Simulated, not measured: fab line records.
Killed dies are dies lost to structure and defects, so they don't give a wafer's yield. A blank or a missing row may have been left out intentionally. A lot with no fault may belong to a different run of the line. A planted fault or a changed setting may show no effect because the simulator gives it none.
The same fault as seen by 3 desks | flow n5Finfet | what lay behind the numbers comes last; until then each desk has only its own

## THE METROLOGY DESK
Lot by lot, what the gauges showed, no matter which tool ran the lot: averages of those sampled wafers that carry a number. Marked OUT: a lot whose mean sits more than 4 standard deviations from the usual mean, which makes it out of limits; the brackets give that distance.
Columns: A = cdNm at N5_BEOL_M11_CD_MEAS_28, usual 69.0 nm; B = V10_OVL at N5_BEOL_M11_OVL_MEAS_29, usual -0.6 nm
lot  | first seen here | A    | B
L708 | day 10 13:29    | 67.5 | -1.0
L718 | day 13 05:20    | 70.0 | 0.2
L721 | day 13 15:55    | 67.4 | -0.2
L722 | day 13 23:05    | 67.6 | -0.2
L731 | day 16 15:28    | 69.3 | -0.1
Result from this desk: across the 5 lots, nothing is out of limits.

## FOR THE TOOL OWNER'S DESK: rieDiel-04
The tool's own readings at N5_BEOL_M11_ETCH_41 (etches SiCN in CH3F/O2, target depth 42.6 nm, time 86 s): means of the sampled wafers that have a number, for each lot that ran on this tool. Marked OUT: a lot whose mean sits more than 4 standard deviations from the usual mean, which makes it out of limits; the brackets give that distance.
Columns: A = drypumpMotorCurrentA at N5_BEOL_M11_ETCH_41, usual 5.4 A; B = oesProductAu at N5_BEOL_M11_ETCH_41, usual 0.79 a.u.; C = rfVppV at N5_BEOL_M11_ETCH_41, usual 297.0 V; D = runLengthS at N5_BEOL_M11_ETCH_41, usual 109.3 s; E = showerheadPlenumPTorr at N5_BEOL_M11_ETCH_41, usual 1.99 Torr; F = throttleValvePct at N5_BEOL_M11_ETCH_41, usual 16.40 %
lot  | first seen here | A   | B    | C     | D     | E    | F
L718 | day 13 05:47    | 5.3 | 0.74 | 297.2 | 107.8 | 2.00 | 16.62
L731 | day 16 16:07    | 5.1 | 0.78 | 296.2 | 109.4 | 1.99 | 16.42
Result from this desk: across the 2 lots, nothing is out of limits.

## THE DEFECT DESK
Per lot, the means of the sampled wafers with a number show what the inspections along the route counted. Marked OUT: a lot whose mean sits more than 4 standard deviations from the usual mean, which makes it out of limits; the brackets give that distance.
Columns: A = rawDefectCount at N5_BEOL_M11_INSPECT_30, usual 418
lot  | first seen here | A
L708 | day 10 13:32    | 658
L718 | day 13 05:23    | 562
L721 | day 13 15:58    | 348
L722 | day 13 23:08    | 291
L731 | day 16 15:32    | 452
Result from this desk: across the 5 lots, nothing is out of limits.

## ALL TOGETHER
The metrology desk saw nothing out of limits.
The desk of the tool owner found nothing out of limits.
Nothing out of limits was seen by the defect desk.

## WHAT THE SIMULATOR PUT IN
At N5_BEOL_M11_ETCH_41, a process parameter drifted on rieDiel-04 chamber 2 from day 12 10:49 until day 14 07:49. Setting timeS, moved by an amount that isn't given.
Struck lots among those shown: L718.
